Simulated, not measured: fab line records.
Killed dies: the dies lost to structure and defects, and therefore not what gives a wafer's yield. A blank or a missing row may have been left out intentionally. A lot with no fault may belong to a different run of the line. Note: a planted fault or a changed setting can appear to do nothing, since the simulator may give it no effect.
2 desks looking at one fault    flow n5 finfet    numbers are kept per desk, each desk with only its own; the story behind them comes last

== DESK OF THE TOOL OWNER: cmp-02 ==
The tool's own readings at N5_STI_FIN_REVEAL_CMP_04 (polishes, stops on Si3N4, t overpolish 4 s, target thk 131.83 nm): means of the sampled wafers that have a number, for each lot that ran on this tool. The brackets show how far a lot's mean lies from the usual mean; more than 4 standard deviations puts the lot out of limits, marked OUT.
Columns: A = motor current A at N5_STI_FIN_REVEAL_CMP_04, usual 8.2 A; B = overpolish run s at N5_STI_FIN_REVEAL_CMP_04, usual 4.001 s; C = pad life wafers at N5_STI_FIN_REVEAL_CMP_04, usual 1193; D = time to endpoint s at N5_STI_FIN_REVEAL_CMP_04, usual 107 s
lot   first seen here  A    B      C     D
L376  day 4 03:07      9.1  4.001  726   79
L381  day 5 11:18      8.8  4.009  1004  89
L392  day 8 03:01      8.6  4.000  1454  110
This desk's verdict: no lot among the 3 shows anything out of limits.

== AT THE METROLOGY DESK ==
What the gauges read for every lot (on any tool): the sampled wafers with a number, averaged. The brackets show how far a lot's mean lies from the usual mean; more than 4 standard deviations puts the lot out of limits, marked OUT.
Columns: A = trench depth nm at N5_FIN_SAQP_OCD_MEAS_76, usual 120.4 nm; B = thk nm at N5_STI_FIN_REVEAL_THK_MEAS_05, usual 132.0 nm
lot   first seen here  A      B
L369  day 2 04:28      121.1  130.9
L373  day 3 02:50      121.4  132.2
L376  day 3 20:11      121.1  130.2
L381  day 5 04:38      120.0  130.6
L382  day 5 08:51      120.3  131.6
L383  day 5 14:01      121.2  131.7
L384  day 5 21:05      120.6  133.7
L385  day 6 01:44      121.7  131.8
L388  day 6 20:06      122.2  132.4
L390  day 7 07:45      120.3  133.2
L391  day 7 16:19      121.3  132.9
L392  day 7 20:29      118.8  131.7
This desk's verdict: no lot among the 12 shows anything out of limits.

== PUT TOGETHER ==
Nothing out of limits was seen by the tool owner's desk.
From the metrology desk's view, nothing was out of limits.

== WHAT THE SIMULATOR HAD INSERTED ==
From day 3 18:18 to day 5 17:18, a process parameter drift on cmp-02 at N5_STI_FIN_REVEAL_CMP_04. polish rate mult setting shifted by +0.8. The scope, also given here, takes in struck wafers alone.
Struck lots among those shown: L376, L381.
